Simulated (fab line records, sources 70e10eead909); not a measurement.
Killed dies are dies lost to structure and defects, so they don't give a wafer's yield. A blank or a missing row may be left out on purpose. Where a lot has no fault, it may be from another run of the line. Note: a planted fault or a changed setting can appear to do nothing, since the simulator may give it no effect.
A lot that was struck, set against a sound lot + flow nand-harc + 14 steps out of a route of 1302
Sound: these wafers, L277.2, L277.4, L277.5. Struck: wafers L282.2, L282.6. (L282.4 of the same lot was not struck and is left out.) The cause comes at the end.
For every step that has rows: the tool of each side, followed by ch and its chambers, followed by its first start. Under that, the readings that differ: sound wafers + struck wafers + difference of the means + sigmas: that difference in standard deviations of wafers without a fault.
alike: readings whose means differ by less than 2 such deviations, and words and numbers that are the same on both sides. not compared: withheld readings, readings that some wafer has no value for, bounds like >300 that may hide the same value, and numbers for which the record gives no deviation and whose values overlap.
Wherever a step has rows on one side only, a row that says differs or no value, or a row with sigmas, the two part there. Numbers that don't overlap but have no deviation are shown without sigmas and don't part them. Lack of a reading on every wafer of one side parts them only where that side has two or more wafers.

NHARC_A_STAIRCASE_DEP_156: deposits SiNx, target thk 50 nm.
  sound on pecvd-01 ch 0,1,2, day 15 13:58; struck on pecvd-01 ch 2, day 17 22:13
  alike: heater-power-w, showerhead-vpp-V
then, 9 steps without rows for these wafers: NHARC_A_STAIRCASE_DEHYDRATE_158 (time 120 s); NHARC_A_STAIRCASE_HMDS_159 (time 30 s); NHARC_A_STAIRCASE_COAT_160; NHARC_A_STAIRCASE_SOFTBAKE_161 (time 170 s); NHARC_A_STAIRCASE_EBR_162; NHARC_A_STAIRCASE_EXPOSE_163 (exposes mask STAIR OPEN); NHARC_A_STAIRCASE_PEB_164 (peb time 130 s); NHARC_A_STAIRCASE_DEVELOP_165 (time 140 s); NHARC_A_STAIRCASE_HARDBAKE_167 (time 140 s).
NHARC_A_STAIRCASE_DESCUM_168: chemistry O2, time 3 s.
  sound on rie-diel-04 ch 0,3, day 15 14:46; struck on rie-diel-13 ch 0,3, day 17 23:09
  alike: drypump-motor-current-A, oes-product-au, rf-vpp-V, showerhead-plenum-p-Torr, throttle-valve-pct
  not compared: rf-hours-counter-h
NHARC_A_STAIRCASE_ETCH_169: etches the open film in CH3F/O2, target depth 50 nm, time 107.1 s.
  sound on rie-diel-04 ch 0,2,3, day 15 14:52; struck on rie-diel-13 ch 0,3, day 17 23:14
| reading               | sound             | struck      | difference | sigmas |
|-----------------------|-------------------|-------------|------------|--------|
| oes-product-au (a.u.) | 0.955 0.956 0.941 | 0.858 0.861 | -0.091     | -5     |
  alike: bias-w, drypump-motor-current-A, rf-vpp-V, showerhead-plenum-p-Torr, throttle-valve-pct
  not compared: rf-hours-counter-h
NHARC_A_STAIRCASE_ETCH_170: etches the open film in C4F6/O2, target depth 200 nm, time 66.667 s.
  sound: rie-diel-04 ch 1,2,3; struck: rie-diel-13 ch 0,3
| reading    | sound             | struck      | difference | sigmas |
|------------|-------------------|-------------|------------|--------|
| bias-w (W) | 500.4 502.6 502.2 | 499.5 497.2 | -3.4       | -2     |
  alike: drypump-motor-current-A, oes-product-au, rf-vpp-V, showerhead-plenum-p-Torr, throttle-valve-pct
  not compared: rf-hours-counter-h
-- record jumps: 8 days between struck wafers' starts before vs after; left off in module A_STAIRCASE, resumes in module END, first step shown is number 1302 of the route --
NHARC_END_SORT_01:
  the record has rows for the struck wafers here (prober-01 ch 0, day 26 10:40) and none for the sound ones

WHERE THEY PART
Last at NHARC_END_SORT_01 as far as this record goes, first at NHARC_A_STAIRCASE_ETCH_169.

WHY: the cause the simulator had injected
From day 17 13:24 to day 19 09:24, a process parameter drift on rie-diel-13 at NHARC_A_STAIRCASE_ETCH_169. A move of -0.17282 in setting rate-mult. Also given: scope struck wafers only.
